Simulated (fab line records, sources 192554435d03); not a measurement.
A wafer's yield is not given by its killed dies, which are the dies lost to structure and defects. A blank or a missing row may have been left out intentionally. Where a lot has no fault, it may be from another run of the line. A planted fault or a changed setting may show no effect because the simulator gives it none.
Matching of chambers / flow n5 finfet / N5_DUMMY_GATE_ETCH_32 on rie si-03: 4 sister chambers
The step etches SiO2 in CF4, target depth 3.5 nm, time 3.9 s. 4 wafers are shown with their chamber, then 8 later ones without.

## WAFERS PAIRED WITH THEIR CHAMBERS
wafer=L081.1; chamber=2; throttle valve pct (%)=22.19
wafer=L081.6; chamber=0; throttle valve pct (%)=22.00
wafer=L084.5; chamber=3; throttle valve pct (%)=21.87
wafer=L085.2; chamber=1; throttle valve pct (%)=22.26

## WAFERS WITHOUT THEIR CHAMBER
wafer=L085.5; throttle valve pct (%)=21.88
wafer=L085.6; throttle valve pct (%)=22.16
wafer=L091.4; throttle valve pct (%)=22.24
wafer=L091.5; throttle valve pct (%)=22.18
wafer=L091.6; throttle valve pct (%)=21.86
wafer=L096.1; throttle valve pct (%)=21.86
wafer=L096.4; throttle valve pct (%)=22.26
wafer=L096.5; throttle valve pct (%)=22.00

## EACH ONE'S CHAMBER
wafer=L085.5; from the rows above=3; in truth=3
wafer=L085.6; from the rows above=2; in truth=2
wafer=L091.4; from the rows above=1; in truth=1
wafer=L091.5; from the rows above=2; in truth=2
wafer=L091.6; from the rows above=3; in truth=3
wafer=L096.1; from the rows above=3; in truth=3
wafer=L096.4; from the rows above=1; in truth=1
wafer=L096.5; from the rows above=0; in truth=0
8 of 8 placed correctly. Number that these rows cannot place: 0. Number placed wrongly: 0.
How it was worked out, from the rows above alone: a wafer's distance from a chamber is the root of the sum, over the readings, of the square of ((its reading less the chamber's mean) divided by the reading's scatter). If the next closest chamber is less than 2 further off than the closest, the wafer can't be placed; otherwise it belongs to the closest. Each chamber's mean is taken over the wafers shown for it. The scatter (one wafer shown for each chamber): square how far every hidden wafer sits from the nearest shown wafer, average those squares and take the square root.
